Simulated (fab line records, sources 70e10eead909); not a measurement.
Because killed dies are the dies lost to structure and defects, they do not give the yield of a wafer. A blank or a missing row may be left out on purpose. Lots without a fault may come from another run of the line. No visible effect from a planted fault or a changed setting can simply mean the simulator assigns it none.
Matching of chambers / flow nand_harc / NHARC_P_M0_STRIP_18 on rie_diel-11 has 4 sister chambers
The step strips in N2/H2. 8 wafers are shown with their chamber, then 9 later ones without.

WAFERS WITH THEIR CHAMBER
wafer=L084.3; chamber=3; showerhead_plenum_p_Torr (Torr)=1.88; rf_vpp_V (V)=89.4
wafer=L084.5; chamber=1; showerhead_plenum_p_Torr (Torr)=2.04; rf_vpp_V (V)=93.2
wafer=L085.3; chamber=0; showerhead_plenum_p_Torr (Torr)=2.20; rf_vpp_V (V)=92.4
wafer=L085.5; chamber=2; showerhead_plenum_p_Torr (Torr)=1.99; rf_vpp_V (V)=90.4
wafer=L085.6; chamber=3; showerhead_plenum_p_Torr (Torr)=1.88; rf_vpp_V (V)=90.4
wafer=L088.4; chamber=2; showerhead_plenum_p_Torr (Torr)=1.98; rf_vpp_V (V)=91.2
wafer=L088.5; chamber=1; showerhead_plenum_p_Torr (Torr)=2.03; rf_vpp_V (V)=89.5
wafer=L088.6; chamber=0; showerhead_plenum_p_Torr (Torr)=2.20; rf_vpp_V (V)=91.4

WAFERS WITHOUT THEIR CHAMBER
wafer=L089.1; showerhead_plenum_p_Torr (Torr)=2.22; rf_vpp_V (V)=92.9
wafer=L089.3; showerhead_plenum_p_Torr (Torr)=2.20; rf_vpp_V (V)=92.5
wafer=L089.4; showerhead_plenum_p_Torr (Torr)=1.98; rf_vpp_V (V)=91.3
wafer=L092.1; showerhead_plenum_p_Torr (Torr)=1.98; rf_vpp_V (V)=90.3
wafer=L092.5; showerhead_plenum_p_Torr (Torr)=2.19; rf_vpp_V (V)=92.6
wafer=L092.6; showerhead_plenum_p_Torr (Torr)=2.03; rf_vpp_V (V)=89.8
wafer=L094.1; showerhead_plenum_p_Torr (Torr)=2.19; rf_vpp_V (V)=92.4
wafer=L094.3; showerhead_plenum_p_Torr (Torr)=2.21; rf_vpp_V (V)=90.9
wafer=L094.6; showerhead_plenum_p_Torr (Torr)=2.03; rf_vpp_V (V)=91.1

WHICH CHAMBER EACH WENT THROUGH
wafer=L089.1; from the rows above=0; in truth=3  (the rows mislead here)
wafer=L089.3; from the rows above=0; in truth=0
wafer=L089.4; from the rows above=2; in truth=2
wafer=L092.1; from the rows above=2; in truth=2
wafer=L092.5; from the rows above=0; in truth=0
wafer=L092.6; from the rows above=1; in truth=1
wafer=L094.1; from the rows above=0; in truth=0
wafer=L094.3; from the rows above=0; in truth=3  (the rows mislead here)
wafer=L094.6; from the rows above=1; in truth=1
Correctly placed: 7 of 9. Number that these rows cannot place: 0. 2 placed wrongly.
How it was worked out, from the rows above alone: a wafer's distance from a chamber is the root of the sum, over the readings, of the square of ((its reading less the chamber's mean) divided by the reading's scatter). The wafer belongs to the nearest chamber; if the next one is less than 2 further off, it can't be placed. The mean given for a chamber averages the wafers shown for that chamber. How the scatter is found: for the shown wafers, subtract from each reading the mean of its chamber, square and add these, divide the total by (wafers less chambers), then take the root.
